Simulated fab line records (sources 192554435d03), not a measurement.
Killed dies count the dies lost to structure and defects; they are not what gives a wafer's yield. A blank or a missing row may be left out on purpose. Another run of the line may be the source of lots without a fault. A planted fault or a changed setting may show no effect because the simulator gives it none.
Split-lot study + flow n5-finfet + on a route of 1938 steps: 7 lots, 21 wafers read

## ABOUT THE SPLIT
At N5_BEOL_M15_COAT_60 (time 60 s, resist thk 89 nm), the setting spin-rpm was moved away from the recipe's 1500 rpm on 4 of the 21 wafers read, by -10.5% to +10.7%. For the rest of the wafers, this setting stayed at what the recipe calls for.

## FROM THE SPLIT TO THE READING: what the file shows between them, 3 steps
- N5_BEOL_M15_COAT_22: resist thk 800 nm
- N5_BEOL_M15_EBR_24
- N5_BEOL_M15_DESCUM_33: chemistry O2, time 7.9 s

## THE READING
etch.depth-nm (the simulator's own value, which no gauge read), in nm, at N5_BEOL_M15_ETCH_61 (etches BARC in N2/H2, target depth 89 nm, overetch 26.7 nm, time 67.9 s). There is no usual value for it anywhere in the file. Here, 17 wafers ran the recipe; their average is 89.09 nm with a standard deviation of 0.35 nm.

| wafer  | tool, chamber at the split | spin-rpm as run, rpm | against the recipe | etch.depth-nm, nm | against lot-mates on the recipe |
|--------|----------------------------|----------------------|--------------------|-------------------|---------------------------------|
| L075.1 | litho-track-04, 0          | 1500                 | recipe             | 89.69             | -                               |
| L075.4 | litho-track-04, 0          | 1500                 | recipe             | 89.75             | -                               |
| L075.5 | litho-track-04, 0          | 1500                 | recipe             | 89.65             | -                               |
| L077.4 | litho-track-03, 0          | 1500                 | recipe             | 89.24             | -                               |
| L077.5 | litho-track-03, 0          | 1660                 | +10.7%             | 84.76             | -4.55                           |
| L077.6 | litho-track-03, 0          | 1500                 | recipe             | 89.38             | -                               |
| L079.1 | litho-track-04, 0          | 1500                 | recipe             | 88.53             | -                               |
| L079.4 | litho-track-04, 0          | 1500                 | recipe             | 88.61             | -                               |
| L079.6 | litho-track-04, 0          | 1343                 | -10.5%             | 93.6              | +5.03                           |
| L082.3 | litho-track-05, 0          | 1500                 | recipe             | 89.03             | -                               |
| L082.4 | litho-track-05, 0          | 1500                 | recipe             | 88.86             | -                               |
| L082.5 | litho-track-05, 0          | 1500                 | recipe             | 89.17             | -                               |
| L085.3 | litho-track-05, 0          | 1500                 | recipe             | 88.93             | -                               |
| L085.5 | litho-track-05, 0          | 1500                 | recipe             | 88.93             | -                               |
| L085.6 | litho-track-05, 0          | 1500                 | recipe             | 88.72             | -                               |
| L086.2 | litho-track-04, 0          | 1500                 | recipe             | 89.14             | -                               |
| L086.4 | litho-track-04, 0          | 1454                 | -3.1%              | 90.45             | +1.31                           |
| L086.6 | litho-track-04, 0          | 1454                 | -3.1%              | 90.82             | +1.68                           |
| L092.3 | litho-track-04, 0          | 1500                 | recipe             | 88.99             | -                               |
| L092.4 | litho-track-04, 0          | 1500                 | recipe             | 88.85             | -                               |
| L092.5 | litho-track-04, 0          | 1500                 | recipe             | 88.98             | -                               |

FIT RESULTS
A straight line over all 21 wafers: etch.depth-nm changes by -0.424 nm for each +1% of spin-rpm; r = -0.97; the points scatter about the line by 0.35 nm.
The same after taking each lot's own level away (the mean of its wafers on the recipe; 21 wafers): -0.455 nm for each +1%; r = -1.00; scatter 0.13 nm.
The reading moves by 4.9 nm for the largest change in spin-rpm, on that fit.
Across the lots, their own levels run from 88.570 to 89.697 nm, a range of 3.2 times the standard deviation given above.
The two slopes agree, so the slope changes little with the lot-to-lot level.
Check: for one of the wafers moved furthest among these (+10.7%), held out of the fit, the line's prediction against its lot-mates is -5.13 nm. It came out at -4.55 nm against them.

## OTHER SPLITS ON THESE WAFERS
These wafers also went through other splits before the reading. Each is held against what the fit with the lots' levels taken away leaves over:
| other split on the same wafers | wafers away from the commonest value | r with etch.depth-nm (lot level and that fit taken away) |
|--------------------------------|--------------------------------------|----------------------------------------------------------|
| N5_BEOL_M14_EXPOSE_25 dose-mj  | 5                                    | +0.29                                                    |
| N5_BEOL_M14_DESCUM_33 time-s   | 5                                    | -0.12                                                    |
| N5_BEOL_M15_ETCH_59 time-s     | 9                                    | +0.11                                                    |

## THE WHOLE CHAIN: every reading that the file lists as answering this split, in the file's order
| step                | what it does                                                            | reading                                                                          | change (the file's fit)               | r (the file's) |
|---------------------|-------------------------------------------------------------------------|----------------------------------------------------------------------------------|---------------------------------------|----------------|
| N5_BEOL_M15_COAT_60 | time 60 s, resist thk 89 nm                                             | BARC_of_BEOL_M15_COAT_60.thk-nm (the simulator's own value, which no gauge read) | -0.45 nm for each +1% of the setting  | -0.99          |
| N5_BEOL_M15_ETCH_61 | etches BARC in N2/H2, target depth 89 nm, overetch 26.7 nm, time 67.9 s | etch.depth-nm (the simulator's own value, which no gauge read)                   | -0.455 nm for each +1% of the setting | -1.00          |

## FILE'S OWN FIT
etch.depth-nm changes by -0.455 nm for each +1% of spin-rpm, r = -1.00.
